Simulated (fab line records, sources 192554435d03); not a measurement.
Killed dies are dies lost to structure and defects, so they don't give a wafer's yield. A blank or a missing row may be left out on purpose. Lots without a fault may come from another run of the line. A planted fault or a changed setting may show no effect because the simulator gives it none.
Split-lot experiment | flow n5_finfet | 7 lots, 39 wafers read, on a route of 1938 steps

THE SPLIT
At N5_MOL_CONTACT_COAG_CONTACT_ETCH_14 (etches SiO2 in C4F6/O2, target depth 27.5 nm, overetch 8.5 nm, time 20 s), the setting time_s was moved away from the recipe's 20 s on 12 of the 39 wafers read, by -48.9% to +48.8%. The other wafers ran this setting at the recipe's value.

FROM THE SPLIT TO THE READING: what the file shows between them, 1 step
- N5_MOL_CONTACT_COAG_STRIP_109: strips in C4F6/O2

THE READING
SOC_of_MOL_CONTACT_COAG_COAT_103.thk_nm (the simulator's own value, which no gauge read), in nm, at N5_MOL_CONTACT_COAG_ETCH_15 (etches SiNx in CH3F/O2, stops on Si:P, target depth 7 nm). The file gives no usual value for it. The 27 wafers here that ran the recipe average 75.3 nm, standard deviation 0.24 nm.

wafer  | tool, chamber at the split | time_s as run, s | against the recipe | SOC_of_MOL_CONTACT_COAG_COAT_103.thk_nm, nm | against lot-mates on the recipe
L079.2 | rie_diel-05, 0             | 20               | recipe             | 74.8                                        | -
L079.4 | rie_diel-05, 3             | 20               | recipe             | 75                                          | -
L079.6 | rie_diel-05, 0             | 20               | recipe             | 75                                          | -
L082.1 | rie_diel-01, 2,0,1         | 29.77            | +48.8%             | 74.2                                        | -0.9
L082.2 | rie_diel-01, 3,2           | 20               | recipe             | 75.2                                        | -
L082.3 | rie_diel-01, 2,0,1         | 29.77            | +48.8%             | 74.4                                        | -0.7
L082.4 | rie_diel-01, 2,0,1         | 29.77            | +48.8%             | 74.4                                        | -0.7
L082.5 | rie_diel-01, 3,2           | 20               | recipe             | 75                                          | -
L082.6 | rie_diel-01, 3             | 20               | recipe             | 75                                          | -
L084.1 | rie_diel-06, 1,2,3,2       | 20               | recipe             | 75.6                                        | -
L084.2 | rie_diel-06, 0,3           | 20               | recipe             | 75.8                                        | -
L084.5 | rie_diel-06, 0,3           | 20               | recipe             | 75.8                                        | -
L084.3 | rie_diel-06, 1,2,3,2       | 20               | recipe             | 75.4                                        | -
L084.4 | rie_diel-06, 1,2,3,2       | 20               | recipe             | 75.4                                        | -
L084.6 | rie_diel-06, 1,2,3,2       | 20               | recipe             | 75.4                                        | -
L089.1 | rie_diel-01, 1,0,3         | 27.93            | +39.7%             | 74.8                                        | -0.3
L089.2 | rie_diel-01, 1,0,3         | 27.93            | +39.7%             | 74.4                                        | -0.7
L089.3 | rie_diel-01, 1,0,3         | 27.93            | +39.7%             | 74.6                                        | -0.5
L089.4 | rie_diel-01, 2             | 20               | recipe             | 75                                          | -
L089.5 | rie_diel-01, 3             | 20               | recipe             | 75.2                                        | -
L089.6 | rie_diel-01, 0             | 20               | recipe             | 75.2                                        | -
L090.1 | rie_diel-01, 1,3           | 12.73            | -36.3%             | 76                                          | +0.7
L090.2 | rie_diel-01, 2,0,2         | 20               | recipe             | 75.2                                        | -
L090.3 | rie_diel-01, 2,0,2         | 20               | recipe             | 75.4                                        | -
L090.5 | rie_diel-01, 2,0,2         | 20               | recipe             | 75.4                                        | -
L090.4 | rie_diel-01, 3             | 12.73            | -36.3%             | 75.8                                        | +0.5
L090.6 | rie_diel-01, 1,3           | 12.73            | -36.3%             | 75.8                                        | +0.5
L096.1 | rie_diel-01, 1             | 20               | recipe             | 75.4                                        | -
L096.2 | rie_diel-01, 0             | 10.21            | -48.9%             | 76                                          | +0.7
L096.5 | rie_diel-01, 2,0           | 10.21            | -48.9%             | 76                                          | +0.7
L096.3 | rie_diel-01, 3             | 20               | recipe             | 75.2                                        | -
L096.6 | rie_diel-01, 3             | 20               | recipe             | 75.2                                        | -
L096.4 | rie_diel-01, 2,0           | 10.21            | -48.9%             | 75.8                                        | +0.5
L097.1 | rie_diel-06, 0             | 20               | recipe             | 75                                          | -
L097.2 | rie_diel-06, 3             | 20               | recipe             | 75.2                                        | -
L097.3 | rie_diel-06, 2,3           | 20               | recipe             | 75.2                                        | -
L097.5 | rie_diel-06, 2,3           | 20               | recipe             | 75.2                                        | -
L097.4 | rie_diel-06, 0,2           | 20               | recipe             | 75.6                                        | -
L097.6 | rie_diel-06, 0,2           | 20               | recipe             | 75.4                                        | -
Where a row lists several chambers, the file gives one row for several wafers and doesn't say which wafer went through which chamber.

THE FIT
A straight line over all 39 wafers: SOC_of_MOL_CONTACT_COAG_COAT_103.thk_nm changes by -0.0165 nm for each +1% of time_s; r = -0.88; the points scatter about the line by 0.22 nm.
The same after taking each lot's own level away (the mean of its wafers on the recipe; 39 wafers): -0.0142 nm for each +1%; r = -0.93; scatter 0.14 nm.
On that fit, the largest move of time_s shifts the reading by 0.7 nm.
The lots' own levels span 74.93 to 75.57 nm, that is 2.6 times the standard deviation above.
So the lot-to-lot level changes the slope: the two fits differ.
Check: with one of the wafers moved furthest among these (-48.9%) left out of the fit, the line predicts +0.687 nm for it against its lot-mates. It came out at +0.733 nm against them.

OTHER SPLITS ON THESE WAFERS
These wafers also went through other splits before the reading. Each is held against what the fit with the lots' levels taken away leaves over:
other split on the same wafers          | wafers away from the commonest value | r with SOC_of_MOL_CONTACT_COAG_COAT_103.thk_nm (lot level and that fit taken away)
N5_ZERO_LAYER_DEVELOP_10 develop_time_s | 15                                   | -0.05
N5_FIN_SAQP_SPACER2_ALD_28 target_thk_a | 12                                   | -0.19
N5_SD_EPI_P_ETCH_16 target_depth_a      | 18                                   | +0.04

THE WHOLE CHAIN: every reading that the file lists as answering this split, in the file's order
step                                | what it does                                                             | reading                                                                                  | change (the file's fit)                | r (the file's)
N5_MOL_CONTACT_COAG_CONTACT_ETCH_14 | etches SiO2 in C4F6/O2, target depth 27.5 nm, overetch 8.5 nm, time 20 s | SOC_of_MOL_CONTACT_COAG_COAT_103.thk_nm (the simulator's own value, which no gauge read) | -0.0154 nm for each +1% of the setting | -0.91
N5_MOL_CONTACT_COAG_ETCH_15         | etches SiNx in CH3F/O2, stops on Si:P, target depth 7 nm                 | SOC_of_MOL_CONTACT_COAG_COAT_103.thk_nm (the simulator's own value, which no gauge read) | -0.0142 nm for each +1% of the setting | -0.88

THE FILE'S OWN FIT
SOC_of_MOL_CONTACT_COAG_COAT_103.thk_nm changes by -0.0142 nm for each +1% of time_s, r = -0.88.
